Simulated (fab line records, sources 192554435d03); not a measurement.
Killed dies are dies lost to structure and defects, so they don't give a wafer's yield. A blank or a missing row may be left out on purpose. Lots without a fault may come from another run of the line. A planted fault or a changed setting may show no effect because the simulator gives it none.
fab line records | flow n5_finfet
record lots=12 wafers=36 last_day=15
route steps=1938 shown ZERO_LAYER@14 WELL_APT@28 PASSIVATION@1936
lots that met no fault: from a run of the same line without faults
start_h: hours from the record's first day to the start of the lot's first wafer shown | wait_h: hours since the lot's step before | " the same as in the row above | L1.1+2: a row that stands for several wafers | - no value, or no start given | * or withheld: withheld | < > ~ a bound
route shown NAME@n: a module of which the file shows steps, and the number in the route of the first | usual: mean/standard deviation of fault-free wafers | same: alike in all rows | chamber/n: place in a boat | sites: the reading at each site | _std_site: their standard deviation | _edge_site: outer sites' mean less inner sites' | radius_mm: how far each site lies from the wafer's centre | mask NAME#n: copy n | behind: the tool/chamber that last shaped the wafer | hold: why the lot was held/for how many hours/how that ended | device: the transistor (n, p or np) that didn't switch | end of line: the same wafers' tests at the end of the route | a step without rows: its recipe alone | killed: dies lost to structure and defects at the first sort, not the wafer's yield | map: a wafer's dies, x killed, . not, _ none there
set.NAME: the setting as run; set.NAME@STEP: as run at that earlier step | model.NAME: the simulator's own value behind a step, which no gauge read
steps of the route over a sample of lots; a table a step, a row a wafer
services: from which hour (start_h, from the record's first day; less than 0 if before it) a tool's chamber was out of use, for how many hours, and why
## steps
# step N5_ZERO_LAYER_DESCUM_16
# recipe chemistry=O2 time_s=7.9 source_power_w=50 bias_power_w=20 pressure_mtorr=20 rf_frequency_hz=2.712e+07 temp_c=40 o2_flow_sccm=225
# usual drypump_motor_current_A=5.7/0.39 oes_product_au=0.81/0.083 rf_vpp_V=243.5/1 showerhead_plenum_p_Torr=2.11/0.045 throttle_valve_pct=20.42/0.3
# columns lot.wafer tool chamber start_h wait_h drypump_motor_current_A oes_product_au rf_hours_counter_h rf_vpp_V showerhead_plenum_p_Torr throttle_valve_pct
L342.1 rie_diel-01 0 12.80 0.0 5.6 0.80 91 243.7 2.12 20.37
L342.3 " 1 " " 5.7 0.90 31 244.1 2.14 20.33
L342.6 " 2 " " 5.7 0.94 - 242.6 2.06 20.06
L344.2 rie_diel-05 0 24.83 0.0 5.7 0.73 182 243.8 2.09 20.78
L344.3 " 2 " " 5.0 0.67 245 242.6 2.15 20.22
L344.6 " 2 " " 5.0 0.67 - 244.4 2.15 20.21
L345.3 rie_diel-05 0 30.82 0.0 5.7 0.73 184 242.4 2.09 20.78
L345.4 " 2 " " 5.0 0.68 247 244.9 2.15 20.22
L345.6 " 3 " " 5.4 0.79 - 242.8 2.10 20.85
L346.1 rie_diel-01 1 36.85 0.0 5.7 0.90 39 243.2 2.14 20.33
L346.3 " 2 " " 5.7 0.92 14 242.7 2.06 20.06
L346.5 " 3 " " 5.1 0.70 - 244.8 2.15 20.39
L348.1 rie_diel-03 2 48.74 0.1 5.5 0.79 103 244.5 2.10 20.26
L348.4 " 0 " " 6.1 0.83 - 242.5 2.03 20.08
L348.6 " 1 " " 6.1 0.78 - 244.5 2.20 20.35
L349.4 rie_diel-01 3 54.70 0.0 5.1 0.70 215 244.1 2.15 20.40
L349.5 " 0 " " 5.6 0.80 - 243.7 2.12 20.37
L349.6 " 3 " " 5.2 0.71 - 244.4 2.15 20.40
L350.2 rie_diel-05 3 60.74 0.1 5.4 0.78 132 244.3 2.10 20.85
L350.3 " 1 " " 6.2 0.85 57 244.3 2.13 20.68
L350.6 " 3 " " 5.4 0.77 - 243.4 2.10 20.86
L351.1 rie_diel-03 3 66.82 0.2 6.2 1.01 0 244.9 2.16 20.25
L351.2 " 0 " " 6.1 0.81 92 242.5 2.03 20.08
L351.4 " 2 " " 5.4 0.77 109 242.9 2.10 20.28
L353.2 rie_diel-01 1 78.81 0.0 5.7 0.88 47 244.0 2.14 20.35
L353.3 " 3 " " 5.1 0.70 221 244.5 2.15 20.40
L353.4 " 0 " " 5.6 0.79 109 243.6 2.11 20.40
L355.2 rie_diel-01 1 90.70 0.0 5.7 0.88 51 243.1 2.14 20.37
L355.3 " 3 " " 5.1 0.70 224 244.8 2.15 20.42
L355.6 " 0 " " 5.6 0.79 - 244.9 2.11 20.38
L356.1 rie_diel-05 2 96.81 0.0 5.0 0.93 11 243.6 2.15 19.83
L356.3 " 0 " " 5.7 0.71 207 242.9 2.08 20.83
L356.4 " 3 " " 5.4 0.76 144 243.8 2.09 20.88
L357.3 rie_diel-03 0 102.81 0.0 6.2 0.81 101 243.8 2.02 20.11
L357.5 " 1 " " 6.1 0.77 - 245.4 2.19 20.37
L357.6 " 0 " " 6.2 0.81 - 243.7 2.02 20.10
# step N5_WELL_APT_CD_MEAS_08
# recipe target_cd_nm=200 landing_energy_ev=500 detector=se_inlens
# usual cd_nm=200.4/1
# same landing_energy_ev=500
# columns lot.wafer tool chamber start_h wait_h cd_nm
L342.1 cd_sem-02 0 13.71 - 199.5
L342.3 " 0 " " 200.3
L342.6 " 0 " " 200.0
L344.2 cd_sem-03 0 25.83 - 200.7
L344.3 " 0 " " 200.9
L344.6 " 0 " " 200.8
L345.3 cd_sem-01 0 31.70 - 200.7
L345.4 " 0 " " 200.6
L345.6 " 0 " " 201.0
L346.1 cd_sem-02 0 37.75 - 201.5
L346.3 " 0 " " 201.7
L346.5 " 0 " " 202.4
L348.1 cd_sem-03 0 49.74 - 200.3
L348.4 " 0 " " 200.4
L348.6 " 0 " " 201.5
L349.4 cd_sem-03 0 55.72 - 201.3
L349.5 " 0 " " 202.6
L349.6 " 0 " " 202.2
L350.2 cd_sem-03 0 61.62 - 198.9
L350.3 " 0 " " 199.1
L350.6 " 0 " " 199.7
L351.1 cd_sem-02 0 67.74 - 199.1
L351.2 " 0 " " 200.3
L351.4 " 0 " " 199.9
L353.2 cd_sem-01 0 79.83 - 200.3
L353.3 " 0 " " 201.0
L353.4 " 0 " " 201.7
L355.2 cd_sem-01 0 91.57 - 201.2
L355.3 " 0 " " 200.8
L355.6 " 0 " " 199.1
L356.1 cd_sem-03 0 97.69 - 200.7
L356.3 " 0 " " 200.8
L356.4 " 0 " " 201.8
L357.3 cd_sem-01 0 103.83 - 200.7
L357.5 " 0 " " 200.3
L357.6 " 0 " " 199.3
# step N5_WELL_APT_OVL_MEAS_26
# recipe points_per_wafer=44
# usual PWELL_OVL=4/5.3
# columns lot.wafer tool chamber start_h wait_h PWELL_OVL[nm]
L342.1 overlay-02 0 15.34 0.0 14
L342.3 " 0 " " 10
L342.6 " 0 " " 4
L344.2 overlay-01 0 27.73 0.0 8
L344.3 " 0 " " 14
L344.6 " 0 " " 8
L345.3 overlay-02 0 33.48 0.0 8
L345.4 " 0 " " 8
L345.6 " 0 " " 11
L346.1 overlay-01 0 38.94 0.0 -1
L346.3 " 0 " " 0
L346.5 " 0 " " 4
L348.1 overlay-01 0 51.04 0.0 8
L348.4 " 0 " " 10
L348.6 " 0 " " 8
L349.4 overlay-01 0 57.01 0.0 5
L349.5 " 0 " " 8
L349.6 " 0 " " 11
L350.2 overlay-01 0 62.78 0.0 4
L350.3 " 0 " " 8
L350.6 " 0 " " -5
L351.1 overlay-02 0 69.16 0.0 5
L351.2 " 0 " " 14
L351.4 " 0 " " 5
L353.2 overlay-01 0 81.34 0.0 -2
L353.3 " 0 " " -4
L353.4 " 0 " " -4
L355.2 overlay-02 0 92.72 0.0 20
L355.3 " 0 " " 4
L355.6 " 0 " " 8
L356.1 overlay-01 0 99.00 0.0 3
L356.3 " 0 " " 6
L356.4 " 0 " " -3
L357.3 overlay-01 0 105.23 0.0 8
L357.5 " 0 " " 11
L357.6 " 0 " " 8
# step N5_WELL_APT_IMPLANT_31
# recipe species=B energy_kev=60 dose_cm2=1.5e+13 tilt_deg=0 rotation_deg=0
# usual dose_ions_cm2=1.5002e+13/1.5e+10 faraday_current_uA=190/3.8
# columns lot.wafer tool chamber start_h wait_h dose_ions_cm2 faraday_current_uA
L342.1 implanter-01 0 15.51 0.1 1.4996e+13 195
L342.3 " 0 " " 1.4968e+13 186
L342.6 " 0 " " 1.4986e+13 194
L344.2 implanter-02 0 27.91 0.1 1.4984e+13 189
L344.3 " 0 " " 1.5007e+13 192
L344.6 " 0 " " 1.4978e+13 189
L345.3 implanter-02 0 33.70 0.1 1.5008e+13 181
L345.4 " 0 " " 1.5011e+13 189
L345.6 " 0 " " 1.5007e+13 187
L346.1 implanter-02 0 39.14 0.1 1.5015e+13 191
L346.3 " 0 " " 1.5025e+13 195
L346.5 " 0 " " 1.4995e+13 184
L348.1 implanter-01 0 51.19 0.1 1.4986e+13 193
L348.4 " 0 " " 1.4984e+13 188
L348.6 " 0 " " 1.5002e+13 186
L349.4 implanter-01 0 57.25 0.1 1.5001e+13 188
L349.5 " 0 " " 1.5003e+13 186
L349.6 " 0 " " 1.4991e+13 189
L350.2 implanter-01 0 62.97 0.1 1.5011e+13 188
L350.3 " 0 " " 1.5026e+13 182
L350.6 " 0 " " 1.5016e+13 189
L351.1 implanter-02 0 69.41 0.1 1.5012e+13 194
L351.2 " 0 " " 1.5017e+13 190
L351.4 " 0 " " 1.5001e+13 200
L353.2 implanter-01 0 81.53 0.1 1.5e+13 190
L353.3 " 0 " " 1.5017e+13 196
L353.4 " 0 " " 1.4962e+13 195
L355.2 implanter-01 0 93.00 0.1 1.9143e+13 249
L355.3 " 0 " " 1.9139e+13 243
L355.6 " 0 " " 1.9177e+13 246
L356.1 implanter-01 0 99.16 0.1 1.9143e+13 241
L356.3 " 0 " " 1.9143e+13 237
L356.4 " 0 " " 1.9166e+13 242
L357.3 implanter-02 0 105.47 0.1 1.4997e+13 187
L357.5 " 0 " " 1.499e+13 188
L357.6 " 0 " " 1.4987e+13 197
# step N5_PASSIVATION_PROBE_49
# usual killed_at_M0_to_M3=33/8.9 killed_at_M4_up=15/5.4 killed_at_contacts=13/5.8 killed_at_front_end=39/9.9 killed_at_other=3.2/2.9 killed_dies=102/15 killed_open=68/12 killed_short=34/7.6
# same gross_dies=1180 killed_at_back_side=0
# columns lot.wafer tool chamber start_h wait_h killed_at_M0_to_M3 killed_at_M4_up killed_at_contacts killed_at_front_end killed_at_other killed_dies killed_open killed_short
L355.2 prober-02 - 345.31 0.1 40 14 8 51 2 115 74 40
L355.3 prober-02 - 345.36 0.1 21 13 18 57 1 110 72 38
L355.6 prober-02 - 345.51 0.3 32 13 14 66 5 130 81 48
# killed by level:class
L355.2 FIN_SAQP:geometric_particle:short=16 STI_FIN_REVEAL:geometric_particle:open=13 BEOL_M0_SAQP:geometric_particle:open=11 FIN_SAQP:geometric_particle:open=8 BEOL_M1:geometric_particle:open=8 BEOL_M3:geometric_particle:open=8 BEOL_M4:geometric_particle:open=8 MOL_CONTACT_COAG:geometric_particle:open=7
L355.3 FIN_SAQP:geometric_particle:open=19 FIN_SAQP:geometric_particle:short=18 MOL_CONTACT_COAG:geometric_particle:open=17 BEOL_M2:geometric_particle:open=7 GATE_CUT:geometric_particle:short=7 BEOL_M0_SAQP:geometric_particle:open=5 GATE_CUT:geometric_particle:open=4 BEOL_M4:geometric_particle:open=4
L355.6 FIN_SAQP:geometric_particle:short=21 FIN_SAQP:geometric_particle:open=16 MOL_CONTACT_COAG:geometric_particle:open=12 BEOL_M1:geometric_particle:open=10 STI_FIN_REVEAL:geometric_particle:open=9 GATE_CUT:geometric_particle:short=8 BEOL_M2:geometric_particle:open=6 BEOL_M0_SAQP:geometric_particle:open=6
## services
# columns tool chamber start_h hours kind
implanter-01 - 20.30 3.4 repair
rie_diel-03 - 37.77 0.8 repair
rie_diel-01 3 39.06 7.1 repair
rie_diel-05 2 40.00 - clean
rie_diel-05 2 40.00 - consumable_replace:focus_ring
rie_diel-05 2 40.00 17.0 scheduled_down
rie_diel-05 2 40.00 17.0 vent_cycle
implanter-01 - 43.59 7.1 pm
rie_diel-01 1 43.87 7.9 repair
rie_diel-01 0 45.22 2.3 repair
rie_diel-03 3 47.62 - clean
rie_diel-03 3 47.62 - consumable_replace:focus_ring
rie_diel-03 3 47.62 16.9 scheduled_down
rie_diel-03 3 47.62 16.9 vent_cycle
implanter-01 - 73.70 3.5 pm
## key
first_sign step=N5_WELL_APT_IMPLANT_31 reading=dose_ions_cm2 direction=up sigmas=99+ usual=1.5002e+13 struck=1.9152e+13
effect step=N5_WELL_APT_IMPLANT_31 reading=faraday_current_uA direction=up sigmas=14 usual=190 struck=243
met_at N5_WELL_APT_IMPLANT_31
struck_lots L355,L356
tester_left_out L355,L356
not_acting_at N5_ZERO_LAYER_DESCUM_16,N5_WELL_APT_CD_MEAS_08,N5_WELL_APT_OVL_MEAS_26
onset_between 81.53 93.00
fault kind=process_parameter_drift tool=implanter-01 chamber=- onset_h=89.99 steps=N5_WELL_APT_IMPLANT_31 channel=dose_cm2 offset=4.1489e+12 shape=step end_h=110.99 acts_in=these_recipes_only stated=1.5e+13
# tester_left_out: of these lots the tester's yield and bins aren't shown, on N5 and GAA mostly nor the transistor test; their killed dies are dies lost to structure and defects alone, not to doping, threshold or leakage, so they don't give the yield
